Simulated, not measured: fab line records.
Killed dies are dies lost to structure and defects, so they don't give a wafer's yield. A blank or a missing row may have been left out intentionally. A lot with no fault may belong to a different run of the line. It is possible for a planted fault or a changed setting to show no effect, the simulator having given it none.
Lot-split experiment :: flow n5Finfet :: 7 lots, 21 wafers read, on a route of 1938 steps

== THE SPLIT ITSELF ==
At N5_SD_EPI_P_COAT_34 (time 60 s, resist thk 350 nm), the setting spinRpm was moved away from the recipe's 1500 rpm on 5 of the 21 wafers read, by -10.4% to +7.8%. The other wafers ran this setting at the recipe's value.

The reading is taken at the split's own step.

== THE READING ==
SOC_of_SD_EPI_P_COAT_34.thkNm (the simulator's own value, which no gauge read), in nm, at N5_SD_EPI_P_COAT_34 (time 60 s, resist thk 350 nm). There is no usual value for it anywhere in the file. Average 349.1 nm, standard deviation 0.77 nm, over the 16 wafers here run with the recipe.

wafer: L083.3
tool, chamber at the split: lithoTrack-01, 0
spinRpm as run, rpm: 1500
against the recipe: recipe
SOC_of_SD_EPI_P_COAT_34.thkNm, nm: 349.4
against lot-mates on the recipe: -

wafer: L083.4
tool, chamber at the split: lithoTrack-01, 0
spinRpm as run, rpm: 1430
against the recipe: -4.7%
SOC_of_SD_EPI_P_COAT_34.thkNm, nm: 358.6
against lot-mates on the recipe: +9.2

wafer: L083.6
tool, chamber at the split: lithoTrack-01, 0
spinRpm as run, rpm: 1430
against the recipe: -4.7%
SOC_of_SD_EPI_P_COAT_34.thkNm, nm: 360
against lot-mates on the recipe: +10.6

wafer: L089.2
tool, chamber at the split: lithoTrack-01, 0
spinRpm as run, rpm: 1500
against the recipe: recipe
SOC_of_SD_EPI_P_COAT_34.thkNm, nm: 348.4
against lot-mates on the recipe: -

wafer: L089.5
tool, chamber at the split: lithoTrack-01, 0
spinRpm as run, rpm: 1500
against the recipe: recipe
SOC_of_SD_EPI_P_COAT_34.thkNm, nm: 348
against lot-mates on the recipe: -

wafer: L089.6
tool, chamber at the split: lithoTrack-01, 0
spinRpm as run, rpm: 1614
against the recipe: +7.6%
SOC_of_SD_EPI_P_COAT_34.thkNm, nm: 335.8
against lot-mates on the recipe: -12.4

wafer: L090.1
tool, chamber at the split: lithoTrack-01, 0
spinRpm as run, rpm: 1500
against the recipe: recipe
SOC_of_SD_EPI_P_COAT_34.thkNm, nm: 350
against lot-mates on the recipe: -

wafer: L090.2
tool, chamber at the split: lithoTrack-01, 0
spinRpm as run, rpm: 1500
against the recipe: recipe
SOC_of_SD_EPI_P_COAT_34.thkNm, nm: 349.6
against lot-mates on the recipe: -

wafer: L090.6
tool, chamber at the split: lithoTrack-01, 0
spinRpm as run, rpm: 1500
against the recipe: recipe
SOC_of_SD_EPI_P_COAT_34.thkNm, nm: 349
against lot-mates on the recipe: -

wafer: L091.2
tool, chamber at the split: lithoTrack-01, 0
spinRpm as run, rpm: 1500
against the recipe: recipe
SOC_of_SD_EPI_P_COAT_34.thkNm, nm: 348
against lot-mates on the recipe: -

wafer: L091.4
tool, chamber at the split: lithoTrack-01, 0
spinRpm as run, rpm: 1500
against the recipe: recipe
SOC_of_SD_EPI_P_COAT_34.thkNm, nm: 348
against lot-mates on the recipe: -

wafer: L091.5
tool, chamber at the split: lithoTrack-01, 0
spinRpm as run, rpm: 1500
against the recipe: recipe
SOC_of_SD_EPI_P_COAT_34.thkNm, nm: 348.6
against lot-mates on the recipe: -

wafer: L092.1
tool, chamber at the split: lithoTrack-04, 0
spinRpm as run, rpm: 1500
against the recipe: recipe
SOC_of_SD_EPI_P_COAT_34.thkNm, nm: 349.8
against lot-mates on the recipe: -

wafer: L092.3
tool, chamber at the split: lithoTrack-04, 0
spinRpm as run, rpm: 1500
against the recipe: recipe
SOC_of_SD_EPI_P_COAT_34.thkNm, nm: 349.2
against lot-mates on the recipe: -

wafer: L092.5
tool, chamber at the split: lithoTrack-04, 0
spinRpm as run, rpm: 1344
against the recipe: -10.4%
SOC_of_SD_EPI_P_COAT_34.thkNm, nm: 368.4
against lot-mates on the recipe: +18.9

wafer: L094.2
tool, chamber at the split: lithoTrack-03, 0
spinRpm as run, rpm: 1500
against the recipe: recipe
SOC_of_SD_EPI_P_COAT_34.thkNm, nm: 349.8
against lot-mates on the recipe: -

wafer: L094.6
tool, chamber at the split: lithoTrack-03, 0
spinRpm as run, rpm: 1500
against the recipe: recipe
SOC_of_SD_EPI_P_COAT_34.thkNm, nm: 349.8
against lot-mates on the recipe: -

wafer: L094.4
tool, chamber at the split: lithoTrack-03, 0
spinRpm as run, rpm: 1500
against the recipe: recipe
SOC_of_SD_EPI_P_COAT_34.thkNm, nm: 348.6
against lot-mates on the recipe: -

wafer: L097.1
tool, chamber at the split: lithoTrack-04, 0
spinRpm as run, rpm: 1500
against the recipe: recipe
SOC_of_SD_EPI_P_COAT_34.thkNm, nm: 349.8
against lot-mates on the recipe: -

wafer: L097.2
tool, chamber at the split: lithoTrack-04, 0
spinRpm as run, rpm: 1617
against the recipe: +7.8%
SOC_of_SD_EPI_P_COAT_34.thkNm, nm: 337
against lot-mates on the recipe: -13.1

wafer: L097.4
tool, chamber at the split: lithoTrack-04, 0
spinRpm as run, rpm: 1500
against the recipe: recipe
SOC_of_SD_EPI_P_COAT_34.thkNm, nm: 350.4
against lot-mates on the recipe: -

FIT RESULTS
A straight line over all 21 wafers: SOC_of_SD_EPI_P_COAT_34.thkNm changes by -1.81 nm for each +1% of spinRpm; r = -0.99; the points scatter about the line by 0.99 nm.
The same after taking each lot's own level away (the mean of its wafers on the recipe; 21 wafers): -1.79 nm for each +1%; r = -0.99; scatter 0.68 nm.
The reading moves by 19 nm for the largest change in spinRpm, on that fit.
The lots' own levels span 348.20 to 350.10 nm, that is 2.5 times the standard deviation above.
So the lot-to-lot level changes the slope little: the two slopes agree.
Check: +18.9 nm against its lot-mates is what the line predicts for one of the wafers moved furthest among these (-10.4%) when that wafer is left out of the fit. Against them it came out at +18.9 nm.

== OTHER SPLITS ON THESE WAFERS ==
These wafers also went through other splits before the reading. Each is held against what the fit with the lots' levels taken away leaves over:
other split on the same wafers: N5_DUMMY_GATE_EXPOSE_12 doseMj
wafers away from the commonest value: 4
r with SOC_of_SD_EPI_P_COAT_34.thkNm (lot level and that fit taken away): -0.45

== FILE'S OWN FIT ==
SOC_of_SD_EPI_P_COAT_34.thkNm changes by -1.77 nm for each +1% of spinRpm, r = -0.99.
